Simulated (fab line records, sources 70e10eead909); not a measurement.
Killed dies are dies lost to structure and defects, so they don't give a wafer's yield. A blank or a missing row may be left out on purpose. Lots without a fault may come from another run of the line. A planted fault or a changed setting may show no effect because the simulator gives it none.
Problem report in the 8D (eight disciplines) form, filled by code | flow nand_harc | the parts of the form that need people (team, actions taken, sign-off) are left out

1. THE PROBLEM
killed_at_array at NHARC_END_SORT_01 reads a mean of 673 on 1 wafer of 1 lot; wafers without a fault read 25 with a standard deviation of 10. That is +65 standard deviations from the usual mean.
First seen on wafer L202.4, day 23 22:44, on prober-01. The record holds 3 wafers of 1 lot with a number at this step. Rule for "out", or "out of limits": more than 4 standard deviations from the usual mean. The other wafers with a number count as sound.

2. WHAT IT IS AND WHAT IT IS NOT
question                    | is                           | is not
which readings at this step | killed_at_array, killed_dies | killed_at_other, killed_at_periphery, killed_open, killed_short
which lots                  | L202                         | -
which wafers of those lots  | L202.4                       | L202.1, L202.6
read on which gauges        | prober-01                    | -
when                        | from day 23 22:44            | up to then (1 sound wafer); but 1 sound wafer of L202 came after

3. SUSPECTS, AND WHAT RULES EACH OUT
Counting: a tool at a process step up to the reading stays a suspect if it ran every lot that is out. Sound lots after the first of them don't rule it out here, since some wafers of a struck lot are sound.
- the gauge at NHARC_END_SORT_01: kept. All the wafers that are out were read on prober-01, and no step on other tools shows them out.
- pecvd-01 at NHARC_A_CONTACT_DEP_29 (deposits SiON, target thk 70 nm): kept. It ran the lot that is out, L202 (day 20 10:57).
- pvd_sputter-03 at NHARC_A_BONDPAD_PRE_CLEAN_26 (time 30 s): kept. It ran the lot that is out, L202 (day 22 14:40). NHARC_A_BONDPAD_PRE_CLEAN_26 gives no start for some lots, so the hours and the order of its lots are those of NHARC_A_BONDPAD_ANNEAL_28.
- rtp_anneal-01 at NHARC_A_BONDPAD_ANNEAL_28 (time 90 s): kept. It ran the lot that is out, L202 (day 22 14:40).
- pvd_sputter-03 at NHARC_THIN_TSV_PRE_CLEAN_54 (time 30 s): kept. It ran the lot that is out, L202 (day 23 10:30).
- Within pecvd-01 at NHARC_A_CONTACT_DEP_29: the wafers that are out ran in chamber 0; their sound lot-mates ran in chamber 2.
Left after counting: pecvd-01 at NHARC_A_CONTACT_DEP_29, pvd_sputter-03 at NHARC_A_BONDPAD_PRE_CLEAN_26, rtp_anneal-01 at NHARC_A_BONDPAD_ANNEAL_28, pvd_sputter-03 at NHARC_THIN_TSV_PRE_CLEAN_54, prober-01 at NHARC_END_SORT_01.

4. THE CAUSE (what the simulator had put in)
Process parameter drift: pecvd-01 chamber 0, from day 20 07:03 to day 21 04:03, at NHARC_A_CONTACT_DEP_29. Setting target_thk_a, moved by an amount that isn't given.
Counting left 5 suspects, and this tool is among them.

5. THE CHAIN OF EFFECTS, in route order
Each row: a reading whose mean over the struck wafers that have a number lies more than 3 standard deviations from the usual. Only readings for which the record gives a usual standard deviation are gone through. hours: the time from each lot's start at the first step in this table that gives one to its start at this step, as a median over the lots. sigmas: the change in usual standard deviations.
hours | step              | reading         | usual | on struck wafers | change | sigmas
0     | NHARC_END_SORT_01 | killed_at_array | 25    | 673              | +648   | +65
0     | NHARC_END_SORT_01 | killed_dies     | 29    | 676              | +647   | +65

6. WHAT WOULD HAVE CAUGHT IT SOONER
In this record the first reading out of limits at a measuring or inspecting step was taken at day 23 22:44, 88 hours after the fault began at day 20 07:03.
Of the tool readings at NHARC_A_CONTACT_DEP_29 for which the record gives a usual standard deviation, none was out on any struck wafer, so an alarm limit of 4 standard deviations on them would not have fired.
All the lots that are out (1) had begun NHARC_A_CONTACT_DEP_29 on pecvd-01 by day 23 22:44. A hold on the tool at that time would have spared none of them.
